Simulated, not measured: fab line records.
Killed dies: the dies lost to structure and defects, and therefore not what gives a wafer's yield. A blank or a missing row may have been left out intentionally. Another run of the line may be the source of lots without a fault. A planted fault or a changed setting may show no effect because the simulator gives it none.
Split-lot study | flow n5Finfet | 7 lots, 39 wafers read, on a route of 1938 steps

== ON THE SPLIT ==
At N5_BEOL_M2_ALD_98 (deposits SiO2, target thk 2.5 nm, pulse time 1 s, co reactant pulse time 1 s), the setting aldCycles was moved away from the recipe's 17 on 12 of the 39 wafers read, by -29.4% to +47.1%. This setting was run at the recipe's value on the other wafers.

The reading is taken at the split's own step.

== THE READING ==
SiO2_of_BEOL_M2_ALD_98.thkNm (the simulator's own value, which no gauge read), in nm, at N5_BEOL_M2_ALD_98 (deposits SiO2, target thk 2.5 nm, pulse time 1 s, co reactant pulse time 1 s). No usual value for it is given in the file. Here, 27 wafers ran the recipe; their average is 2.5 nm with a standard deviation of 0.098 nm.

wafer  | tool, chamber at the split | aldCycles as run | against the recipe | SiO2_of_BEOL_M2_ALD_98.thkNm, nm | against lot-mates on the recipe
L074.1 | aldSin-02, 2,1,0           | 17               | recipe             | 2.6                              | -
L074.3 | aldSin-02, 2,1,0           | 17               | recipe             | 2.6                              | -
L074.6 | aldSin-02, 2,1,0           | 17               | recipe             | 2.6                              | -
L074.2 | aldSin-02, 3,0,1           | 22               | +29.4%             | 3.2                              | +0.6
L074.4 | aldSin-02, 3,0,1           | 22               | +29.4%             | 3.2                              | +0.6
L074.5 | aldSin-02, 3,0,1           | 22               | +29.4%             | 3.2                              | +0.6
L078.1 | aldSin-03, 1,2,3,0,0       | 17               | recipe             | 2.4                              | -
L078.2 | aldSin-03, 1,2,3,0,0       | 17               | recipe             | 2.4                              | -
L078.3 | aldSin-03, 1,2,3,0,0       | 17               | recipe             | 2.4                              | -
L078.4 | aldSin-03, 1,2,3,0,0       | 17               | recipe             | 2.4                              | -
L078.5 | aldSin-03, 1,2,3,0,0       | 17               | recipe             | 2.4                              | -
L078.6 | aldSin-03, 3               | 17               | recipe             | 2.6                              | -
L085.1 | aldSin-03, 3,2,3           | 17               | recipe             | 2.4                              | -
L085.3 | aldSin-03, 3,2,3           | 17               | recipe             | 2.4                              | -
L085.6 | aldSin-03, 3,2,3           | 17               | recipe             | 2.4                              | -
L085.2 | aldSin-03, 1,0,0           | 12               | -29.4%             | 1.8                              | -0.6
L085.4 | aldSin-03, 1,0,0           | 12               | -29.4%             | 1.8                              | -0.6
L085.5 | aldSin-03, 1,0,0           | 12               | -29.4%             | 1.8                              | -0.6
L088.3 | aldSin-03, 0,2             | 17               | recipe             | 2.6                              | -
L088.5 | aldSin-03, 0,2             | 17               | recipe             | 2.6                              | -
L088.6 | aldSin-03, 3               | 17               | recipe             | 2.4                              | -
L090.1 | aldSin-02, 3               | 17               | recipe             | 2.6                              | -
L090.2 | aldSin-02, 1,0,2,0,1       | 17               | recipe             | 2.4                              | -
L090.3 | aldSin-02, 1,0,2,0,1       | 17               | recipe             | 2.4                              | -
L090.4 | aldSin-02, 1,0,2,0,1       | 17               | recipe             | 2.4                              | -
L090.5 | aldSin-02, 1,0,2,0,1       | 17               | recipe             | 2.4                              | -
L090.6 | aldSin-02, 1,0,2,0,1       | 17               | recipe             | 2.4                              | -
L089.1 | aldSin-02, 0,1,1           | 25               | +47.1%             | 3.6                              | +1.1
L089.3 | aldSin-02, 0,1,1           | 25               | +47.1%             | 3.6                              | +1.1
L089.6 | aldSin-02, 0,1,1           | 25               | +47.1%             | 3.6                              | +1.1
L089.2 | aldSin-02, 2,3             | 17               | recipe             | 2.6                              | -
L089.4 | aldSin-02, 2,3             | 17               | recipe             | 2.6                              | -
L089.5 | aldSin-02, 0               | 17               | recipe             | 2.4                              | -
L095.1 | aldSin-02, 2,1,3           | 25               | +47.1%             | 3.6                              | +1.1
L095.3 | aldSin-02, 2,1,3           | 25               | +47.1%             | 3.6                              | +1.1
L095.5 | aldSin-02, 2,1,3           | 25               | +47.1%             | 3.6                              | +1.1
L095.2 | aldSin-02, 3,0             | 17               | recipe             | 2.6                              | -
L095.6 | aldSin-02, 3,0             | 17               | recipe             | 2.6                              | -
L095.4 | aldSin-02, 0               | 17               | recipe             | 2.4                              | -
Rows listing several chambers each stand for several wafers; the file does not say which wafer went through which chamber.

THE FIT
A straight line over all 39 wafers: SiO2_of_BEOL_M2_ALD_98.thkNm changes by +0.0237 nm for each +1% of aldCycles; r = +0.99; the points scatter about the line by 0.084 nm.
The same after taking each lot's own level away (the mean of its wafers on the recipe; 39 wafers): +0.022 nm for each +1%; r = +0.99; scatter 0.067 nm.
Per that fit: largest aldCycles move, reading shift of 1 nm.
Measured against the standard deviation above, the lots' own levels, which go from 2.40 to 2.60 nm, span 2.0 times it.
Hence the lot-to-lot level has little effect on the slope; both slopes agree.
Check: for one of the wafers moved furthest among these (+47.1%), held out of the fit, the line's prediction against its lot-mates is +1.03 nm. It came out at +1.07 nm against them.

== ADDITIONAL SPLITS CARRIED BY THESE WAFERS ==
These wafers also went through other splits before the reading. Each is held against what the fit with the lots' levels taken away leaves over:
other split on the same wafers | wafers away from the commonest value | r with SiO2_of_BEOL_M2_ALD_98.thkNm (lot level and that fit taken away)
N5_HKMG_FIN_ALD_21 aldCycles   | 12                                   | -0.07

== FILE'S OWN FIT ==
SiO2_of_BEOL_M2_ALD_98.thkNm changes by +0.022 nm for each +1% of aldCycles, r = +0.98.
